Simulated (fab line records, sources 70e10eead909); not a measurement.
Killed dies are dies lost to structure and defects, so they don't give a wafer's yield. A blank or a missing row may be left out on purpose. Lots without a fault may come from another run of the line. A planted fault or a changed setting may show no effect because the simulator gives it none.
Which tool did it? | flow nand_harc | 12 lots, 36 wafers sampled, at 5 steps of a route of 1302

WHAT THE GAUGES READ, wafer by wafer
NHARC_A_BONDPAD_THK_MEAS_30: measures by ellipsometry.
lot  | measured     | on            | thk_nm (nm)
L076 | day 23 16:07 | film_metro-02 | 202.0 200.2 200.4
L077 | day 24 07:43 | film_metro-01 | 200.1 199.8 201.9
L079 | day 25 18:47 | film_metro-01 | 199.2 199.7 198.9
L081 | day 26 11:03 | film_metro-01 | 203.3 201.1 199.0
L083 | day 27 07:27 | film_metro-02 | 201.7 198.5 198.6
L085 | day 27 16:22 | film_metro-01 | 198.5 199.9 198.4
L087 | day 28 13:47 | film_metro-01 | 199.3 197.4 200.8
L089 | day 29 04:55 | film_metro-02 | 199.8 199.6 199.3
L091 | day 31 01:26 | film_metro-02 | 198.8 197.5 198.9
L093 | day 31 06:31 | film_metro-02 | 201.0 199.2 197.7
L095 | day 32 03:28 | film_metro-02 | 198.9 198.0 198.6
L096 | day 32 18:43 | film_metro-01 | 200.1 199.8 198.8

WHICH TOOL RAN EACH LOT (tool, then ch and the chambers of the sampled wafers, then the start)
lot  | NHARC_A_M0_PVD_21                       | NHARC_A_M0_CMP_23             | NHARC_A_M0_PRE_CLEAN_31         | NHARC_A_M1_ANNEAL_31
L076 | pvd_sputter-02, day 23 10:22 or earlier | cmp-01 ch 1,2,3, day 23 10:22 | pecvd-04 ch 0,1, day 23 10:50   | rtp_anneal-01 ch 0, day 23 14:00
L077 | pvd_sputter-02, day 24 01:32 or earlier | cmp-03 ch 2,3, day 24 01:32   | pecvd-02 ch 0,1,2, day 24 02:05 | rtp_anneal-01 ch 0, day 24 05:32
L079 | pvd_sputter-03, day 25 12:38 or earlier | cmp-02 ch 1,2, day 25 12:38   | pecvd-03 ch 0,1,2, day 25 13:12 | rtp_anneal-02 ch 0, day 25 16:46
L081 | pvd_sputter-03, day 26 04:54 or earlier | cmp-02 ch 1,2,3, day 26 04:54 | pecvd-03 ch 1,2, day 26 05:26   | rtp_anneal-01 ch 0, day 26 08:52
L083 | pvd_sputter-01, day 27 01:35 or earlier | cmp-02 ch 2,3, day 27 01:35   | pecvd-02 ch 1,2, day 27 02:08   | rtp_anneal-01 ch 0, day 27 05:16
L085 | pvd_sputter-01, day 27 08:53 or earlier | cmp-03 ch 0,2,3, day 27 08:53 | pecvd-02 ch 0,1,2, day 27 09:25 | rtp_anneal-02 ch 0, day 27 13:07
L087 | pvd_sputter-02, day 28 07:56 or earlier | cmp-02 ch 0,2,3, day 28 07:56 | pecvd-02 ch 1,2, day 28 08:28   | rtp_anneal-02 ch 0, day 28 11:42
L089 | pvd_sputter-03, day 28 22:49 or earlier | cmp-03 ch 1,2,3, day 28 22:49 | pecvd-04 ch 0,1, day 28 23:38   | rtp_anneal-01 ch 0, day 29 02:45
L091 | pvd_sputter-03, day 30 19:28 or earlier | cmp-02 ch 1,2,3, day 30 19:28 | pecvd-04 ch 1,2, day 30 19:58   | rtp_anneal-02 ch 0, day 30 23:16
L093 | pvd_sputter-02, day 31 00:33 or earlier | cmp-03 ch 0,1,3, day 31 00:33 | pecvd-02 ch 0,1,2, day 31 01:05 | rtp_anneal-02 ch 0, day 31 04:20
L095 | pvd_sputter-03, day 31 20:50 or earlier | cmp-03 ch 1,2, day 31 20:50   | pecvd-02 ch 0,1, day 31 21:24   | rtp_anneal-01 ch 0, day 32 01:03
L096 | pvd_sputter-03, day 32 12:42 or earlier | cmp-01 ch 0,2, day 32 12:42   | pecvd-04 ch 0,2, day 32 13:15   | rtp_anneal-02 ch 0, day 32 16:25
- NHARC_A_M0_PVD_21: deposits Cu, target thk 30 nm, time 20.49 s.
- NHARC_A_M0_CMP_23: polishes, t overpolish 20 s, target thk 113.75 nm.
- NHARC_A_M0_PRE_CLEAN_31: time 12 s.
- NHARC_A_M1_ANNEAL_31: time 90 s.

THE ANSWER, worked out from the rows above alone
Rule: what is usual is taken from the lots themselves. Put in order of their means at a reading, lots are off if they are a third of the lots or fewer, leave a main group of 4 or more, and stand apart from it by a gap of 3 or more times the standard deviation of the main group's means; of several such gaps the widest counts. A main group whose means are all the same, to the digits that the tables above print for the reading, isn't used. A lot without any number at a reading at which 4 lots or more have one is off too. The other lots that the step has rows for count as sound.
No lot is off at any reading shown: from this, nothing can be told.

WHAT THE SIMULATOR HAD PUT IN
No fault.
